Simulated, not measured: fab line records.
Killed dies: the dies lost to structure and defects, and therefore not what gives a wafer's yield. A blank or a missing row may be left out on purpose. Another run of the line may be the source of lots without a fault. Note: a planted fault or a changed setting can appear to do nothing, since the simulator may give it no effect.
A lot that was struck, set against a sound lot | flow nand harc | 27 steps out of a route of 1302
Sound: the wafers L437.1, L437.2, L437.4. Wafers struck: L435.1, L435.3, L435.5. Last of all comes the cause.
Per side, at each step with rows, come the tool, then ch with its chambers, and then its first start. Under that, the readings that differ: sound wafers | struck wafers | difference of the means | sigmas: that difference in standard deviations of wafers without a fault.
alike: words and numbers the same on both sides, and readings whose means are apart by under 2 such deviations; not compared: readings that were withheld, readings missing a value for some wafer, numbers with overlapping values and no deviation given by the record, and bounds like >300 which may hide the same value.
A row with sigmas, a row that says differs or no value, or rows on one side alone: a step with any of these is where the two part. Numbers that don't overlap but have no deviation are shown without sigmas and don't part them. Lack of a reading on every wafer of one side parts them only where that side has two or more wafers.

NHARC_A_CHANNEL_HOLE_D1_OVL_MEAS_11:
  sound on overlay-02, day 15 18:34; struck on overlay-02, day 14 17:56
  alike: overlay x nm, overlay y nm
NHARC_A_CHANNEL_HOLE_D1_INSPECT_12:
  sound on defect inspect-01, day 15 18:36; struck on defect inspect-02, day 14 17:58
  alike: raw defect count
NHARC_A_CHANNEL_HOLE_D1_DESCUM_15: chemistry O2, time 3 s.
  sound on rie diel-11 ch 0,1,3, day 15 18:40; struck on rie diel-11 ch 0,1,3, day 14 18:02
  alike: drypump motor current A, o2 flow sccm, oes product au, rf vpp V, showerhead plenum p Torr, throttle valve pct
  not compared: rf hours counter h
then, 2 steps without rows for these wafers: NHARC_A_CHANNEL_HOLE_D1_ETCH_38 (etches the open film in CF4, target depth 39 nm, time 65 s); NHARC_A_CHANNEL_HOLE_D1_ETCH_39 (etches the open film in N2/H2, target depth 260 nm, time 325 s).
NHARC_A_CHANNEL_HOLE_D1_ETCH_34: etches the open film in CF4/CHF3, target depth 154 nm, time 77 s.
  sound on rie diel-11 ch 1,2,3; struck on rie diel-11 ch 0,2,3
  alike: bias w, cf4 flow sccm, drypump motor current A, mfc ar sccm, oes product au, rf vpp V, showerhead plenum p Torr, throttle valve pct
  not compared: rf hours counter h
then, 1 step without rows for these wafers: NHARC_A_CHANNEL_HOLE_D1_ETCH_16 (etches the open film in O2/COS, target depth 3100 nm, time 806 s).
NHARC_A_CHANNEL_HOLE_D1_CD_MEAS_18:
  sound on cd sem-01, day 15 19:55; struck on cd sem-02, day 14 19:17
  alike: cd nm
then, 3 steps without rows for these wafers: NHARC_A_CHANNEL_HOLE_D1_ETCH_19 (etches the open film in C4F8/O2/Ar, time 34.5 s); NHARC_A_CHANNEL_HOLE_D1_ETCH_20 (etches the open film in C4F8/O2/Ar, time 361.9 s, target depth 1600 nm); NHARC_A_CHANNEL_HOLE_D1_ETCH_21 (etches the open film in C4F8/O2/Ar, time 514.3 s, target depth 1600 nm).
NHARC_A_CHANNEL_HOLE_D1_ETCH_22: etches the open film in C4F8/O2/Ar, time 666.7 s, target depth 1600 nm.
  sound on har etch-02 ch 0,1, day 15 20:52; struck on har etch-02 ch 0,1, day 14 20:19
  reading    | sound                | struck               | difference | sigmas
  temp c (C) | -19.95 -20.18 -20.24 | -19.90 -19.87 -19.95 | +0.22      | +2
  alike: c4f8 flow sccm, chamber pressure mTorr, drypump motor current A, mfc ar sccm, o2 flow sccm, showerhead plenum p Torr, throttle valve pct
  not compared: rf hours counter h
NHARC_A_CHANNEL_HOLE_D1_ETCH_23: etches the open film in C4F8/O2/Ar, time 819 s, target depth 1600 nm.
  sound on har etch-02 ch 0,1, day 15 21:26; struck on har etch-02 ch 0,1, day 14 20:54
  no value came back on the struck wafers for any of 8 readings (c4f8 flow sccm (sccm), chamber pressure mTorr (mTorr) and others); on the sound wafers c4f8 flow sccm (sccm) reads 89.47 88.70 89.01
  not compared: rf hours counter h
then, 3 steps without rows for these wafers: NHARC_A_CHANNEL_HOLE_D1_ETCH_24 (etches the open film in C4F8/O2/Ar, time 906.2 s, target depth 1500 nm); NHARC_A_CHANNEL_HOLE_D1_ETCH_25 (etches the open film in C4F8/O2/Ar, time 1040.2 s, target depth 1500 nm); NHARC_A_CHANNEL_HOLE_D1_ETCH_26 (etches the open film in C4F8/O2/Ar, time 224.1 s, target depth 300 nm).
NHARC_A_CHANNEL_HOLE_D1_ETCH_33: etches the open film in C4F8/O2/Ar, time 90 s, target depth 400 nm.
  sound on har etch-02 ch 0,1, day 15 23:58; struck on har etch-02 ch 0,1, day 14 23:22
  reading    | sound       | struck      | difference | sigmas
  bias v (V) | 398 397 393 | 407 404 401 | +8         | +2
  alike: c4f8 flow sccm, drypump motor current A, mfc ar sccm, o2 flow sccm, showerhead plenum p Torr, temp c, throttle valve pct
  not compared: rf hours counter h
then, 3 steps without rows for these wafers: NHARC_A_CHANNEL_HOLE_D1_STRIP_41 (strips in N2/H2); NHARC_A_CHANNEL_HOLE_D1_STRIP_42 (strips in CF4/CHF3); NHARC_A_CHANNEL_HOLE_D1_STRIP_43 (strips in O2/COS).
NHARC_A_CHANNEL_HOLE_D1_ETCH_44: etches the open film in CF4/O2, target depth 140 nm, overetch 14 nm, time 77 s.
  sound on rie diel-03 ch 0,1,2, day 16 00:43; struck on rie diel-07 ch 0,2,3, day 15 00:06
  reading                            | sound             | struck            | difference | sigmas
  model.A_CHANNEL_HOLE_D1.cd nm (nm) | 89.83 91.89 91.08 | 98.98 101.3 101.3 | +9.59      |
  alike: bias w, cf4 flow sccm, drypump motor current A, mfc ar sccm, o2 flow sccm, oes product au, rf vpp V, showerhead plenum p Torr, throttle valve pct
  not compared: rf hours counter h
NHARC_A_CHANNEL_HOLE_D1_STRIP_27: strips in O2.
  sound on rie diel-03 ch 0,2,3; struck on rie diel-07 ch 1,2
  alike: drypump motor current A, mfc ar sccm, o2 flow sccm, oes product au, rf vpp V, showerhead plenum p Torr, throttle valve pct
  not compared: rf hours counter h
then, 2 steps without rows for these wafers: NHARC_A_CHANNEL_HOLE_D1_PRECLEAN_28 (cleans in SC1); NHARC_A_CHANNEL_HOLE_D1_SRD_29.
NHARC_A_CHANNEL_HOLE_D1_CD_MEAS_30:
  sound on cd sem-01, day 16 01:31; struck on cd sem-02, day 15 00:53
  reading    | sound          | struck       | difference | sigmas
  cd nm (nm) | 89.5 92.9 90.9 | -0.2 0.5 0.3 | -90.9      | -70
NHARC_A_CHANNEL_HOLE_D1_XSEM_31:
  sound on xsem-02 ch 0, day 16 01:36; struck on xsem-02 ch 0, day 15 00:59
  reading            | sound          | struck         | difference | sigmas
  bot cd nm (nm)     | 74.3 77.6 75.2 | 0.0 0.5 0.3    | -75.4      | -54
  bow nm (nm)        | 8.68 8.69 8.67 | 0.47 0.47 0.47 | -8.21      | -28
  tilt deg (degrees) | 0.09 0.09 0.09 | 0.02 0.02 0.02 | -0.07      | -2
NHARC_A_CHANNEL_HOLE_D1_INSPECT_40:
  sound on defect inspect-02, day 16 01:41; struck on defect inspect-01, day 15 01:05
  alike: raw defect count

## WHERE THEY PART
Earliest at NHARC_A_CHANNEL_HOLE_D1_ETCH_22; latest, in this record, at NHARC_A_CHANNEL_HOLE_D1_XSEM_31. Later steps at which nothing parts them and some readings are alike: NHARC_A_CHANNEL_HOLE_D1_INSPECT_40.

WHY: whatever the simulator had introduced
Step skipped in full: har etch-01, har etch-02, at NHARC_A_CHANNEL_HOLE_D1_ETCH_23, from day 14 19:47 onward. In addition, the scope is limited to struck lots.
